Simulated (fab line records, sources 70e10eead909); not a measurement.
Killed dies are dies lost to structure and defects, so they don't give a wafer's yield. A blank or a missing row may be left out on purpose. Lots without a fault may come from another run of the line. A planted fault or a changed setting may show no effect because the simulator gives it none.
Chamber matching | flow nand_harc | NHARC_A_STAIRCASE_DEP_417 on pecvd-03: 3 sister chambers
The step deposits Si3N4, target thk 60 nm. 6 wafers are shown with their chamber, then 10 later ones without.

WAFERS WITH THEIR CHAMBER
wafer  | chamber | showerhead_vpp_V (V) | heater_power_w (W)
L083.3 | 0       | 1437                 | 610
L083.4 | 0       | 1444                 | 585
L086.5 | 1       | 1305                 | 678
L086.6 | 2       | 1353                 | 721
L087.1 | 2       | 1326                 | 683
L087.3 | 1       | 1303                 | 670

WAFERS WITHOUT THEIR CHAMBER
wafer  | showerhead_vpp_V (V) | heater_power_w (W)
L087.5 | 1299                 | 690
L094.1 | 1352                 | 618
L094.4 | 1308                 | 722
L094.5 | 1338                 | 626
L095.1 | 1441                 | 534
L095.3 | 1329                 | 677
L095.4 | 1294                 | 675
L096.1 | 1358                 | 666
L096.3 | 1453                 | 559
L096.6 | 1280                 | 646

WHICH CHAMBER EACH WENT THROUGH
wafer  | from the rows above     | in truth
L087.5 | 1                       | 1
L094.1 | can't be placed: 2 or 1 | 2
L094.4 | can't be placed: 1 or 2 | 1
L094.5 | can't be placed: 1 or 2 | 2
L095.1 | 0                       | 0
L095.3 | can't be placed: 2 or 1 | 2
L095.4 | 1                       | 1
L096.1 | 2                       | 2
L096.3 | 0                       | 0
L096.6 | 1                       | 1
Placed correctly: 6 of 10. Can't be placed from these rows: 4 (the true chamber is among the candidates in 4). Placed wrongly: 0.
How it was worked out, from the rows above alone: a wafer's distance from a chamber is the root of the sum, over the readings, of the square of ((its reading less the chamber's mean) divided by the reading's scatter). The wafer belongs to the nearest chamber; if the next one is less than 2 further off, it can't be placed. A chamber's mean is the mean of its shown wafers. The scatter: the root of (the sum of the squares of (reading less its chamber's mean) over the shown wafers, divided by (wafers less chambers)).
